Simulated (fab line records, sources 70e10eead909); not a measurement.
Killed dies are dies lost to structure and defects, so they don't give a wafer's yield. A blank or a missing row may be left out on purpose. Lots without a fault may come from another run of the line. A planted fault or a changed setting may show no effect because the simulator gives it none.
Chamber matching | flow nand_harc | NHARC_A_CHANNEL_FILL_D1_ALD_16 on ald_hk-04: 4 sister chambers
The step deposits SiO2, target thk 1.5 nm, pulse time 10 s, ald cycles 15. 14 wafers are shown with their chamber, then 7 later ones without.

WAFERS WITH THEIR CHAMBER
wafer  | chamber | heater_power_w (W) | precursor_pulse_height_rel
L074.2 | 3       | 430                | 1.024
L074.3 | 2       | 474                | 1.040
L074.6 | 2       | 481                | 1.002
L080.1 | 1       | 443                | 1.010
L080.2 | 2       | 476                | 1.001
L080.4 | 3       | 417                | 0.992
L082.1 | 1       | 437                | 1.013
L082.3 | 0       | 466                | 0.993
L082.5 | 2       | 482                | 1.015
L085.2 | 2       | 483                | 0.992
L085.4 | 3       | 421                | 0.991
L085.5 | 1       | 434                | 1.005
L084.2 | 1       | 445                | 0.964
L084.3 | 2       | 468                | 1.002

SIGNATURES (means of the wafers above)
reading                    | chamber 0 | chamber 1 | chamber 2 | chamber 3 | scatter within a chamber
heater_power_w             | 466.00    | 439.75    | 477.33    | 422.67    | 5.79
precursor_pulse_height_rel | 0.99300   | 0.99800   | 1.00867   | 1.00233   | 0.0193
Rule: a wafer's distance from a chamber is the root of the sum, over the readings, of the square of ((its reading less the chamber's mean) divided by the reading's scatter). The wafer belongs to the nearest chamber; if the next one is less than 2 further off, it can't be placed. The scatter: the root of (the sum of the squares of (reading less its chamber's mean) over the shown wafers, divided by (wafers less chambers)).

WAFERS WITHOUT THEIR CHAMBER
wafer  | heater_power_w (W) | precursor_pulse_height_rel
L084.6 | 425                | 0.994
L093.1 | 414                | 0.999
L093.2 | 487                | 1.002
L093.4 | 440                | 0.950
L097.1 | 483                | 1.026
L097.3 | 417                | 0.959
L097.4 | 438                | 1.061

WHICH CHAMBER EACH WENT THROUGH
wafer  | from the rows above     | in truth
L084.6 | can't be placed: 3 or 1 | 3
L093.1 | 3                       | 3
L093.2 | can't be placed: 2 or 0 | 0
L093.4 | can't be placed: 1 or 3 | 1
L097.1 | 2                       | 2
L097.3 | can't be placed: 3 or 1 | 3
L097.4 | can't be placed: 1 or 3 | 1
Placed correctly: 2 of 7. Can't be placed from these rows: 5 (the true chamber is among the candidates in 5). Placed wrongly: 0.
